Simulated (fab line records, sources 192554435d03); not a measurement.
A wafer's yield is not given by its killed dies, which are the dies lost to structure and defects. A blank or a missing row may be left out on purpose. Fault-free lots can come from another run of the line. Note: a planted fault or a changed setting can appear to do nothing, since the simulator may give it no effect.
Matching of chambers :: flow n5-finfet :: 4 sister chambers for N5_HKMG_FIN_ETCH_67 on rie-diel-02
The step etches SOC in N2/H2, stops on TiN, target depth 388.9 nm. 8 wafers are shown with their chamber, then 7 later ones without.

WAFERS PAIRED WITH THEIR CHAMBERS
wafer: L076.4
chamber: 2
throttle-valve-pct (%): 18.20
drypump-motor-current-A (A): 5.9

wafer: L085.1
chamber: 3
throttle-valve-pct (%): 17.69
drypump-motor-current-A (A): 6.1

wafer: L085.3
chamber: 1
throttle-valve-pct (%): 17.67
drypump-motor-current-A (A): 6.1

wafer: L085.4
chamber: 2
throttle-valve-pct (%): 18.23
drypump-motor-current-A (A): 6.0

wafer: L085.5
chamber: 3
throttle-valve-pct (%): 17.67
drypump-motor-current-A (A): 6.1

wafer: L085.6
chamber: 0
throttle-valve-pct (%): 17.75
drypump-motor-current-A (A): 5.6

wafer: L088.2
chamber: 0
throttle-valve-pct (%): 17.74
drypump-motor-current-A (A): 5.6

wafer: L088.4
chamber: 1
throttle-valve-pct (%): 17.69
drypump-motor-current-A (A): 6.1

WAFERS WITHOUT THEIR CHAMBER
wafer: L088.6
throttle-valve-pct (%): 17.69
drypump-motor-current-A (A): 6.1

wafer: L090.1
throttle-valve-pct (%): 17.68
drypump-motor-current-A (A): 6.1

wafer: L090.2
throttle-valve-pct (%): 18.25
drypump-motor-current-A (A): 5.9

wafer: L090.6
throttle-valve-pct (%): 17.72
drypump-motor-current-A (A): 6.1

wafer: L096.1
throttle-valve-pct (%): 17.77
drypump-motor-current-A (A): 5.6

wafer: L096.2
throttle-valve-pct (%): 17.73
drypump-motor-current-A (A): 6.0

wafer: L096.3
throttle-valve-pct (%): 18.26
drypump-motor-current-A (A): 5.9

THE CHAMBER EACH PASSED THROUGH
wafer: L088.6
from the rows above: can't be placed: 1 or 3
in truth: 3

wafer: L090.1
from the rows above: can't be placed: 1 or 3
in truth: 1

wafer: L090.2
from the rows above: 2
in truth: 2

wafer: L090.6
from the rows above: can't be placed: 1 or 3
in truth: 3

wafer: L096.1
from the rows above: 0
in truth: 0

wafer: L096.2
from the rows above: can't be placed: 1 or 3
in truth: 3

wafer: L096.3
from the rows above: 2
in truth: 2
3 of 7 placed correctly. Unplaceable from these rows: 4, with the true chamber sitting among the candidates in 4. 0 placed wrongly.
How it was worked out, from the rows above alone: a wafer's distance from a chamber is the root of the sum, over the readings, of the square of ((its reading less the chamber's mean) divided by the reading's scatter). If the next closest chamber is less than 2 further off than the closest, the wafer can't be placed; otherwise it belongs to the closest. For every chamber, the mean is computed from those of its wafers that are shown. The scatter: take each reading less its chamber's mean, square it, sum over the shown wafers, divide by the number of wafers less the number of chambers, and take the root.
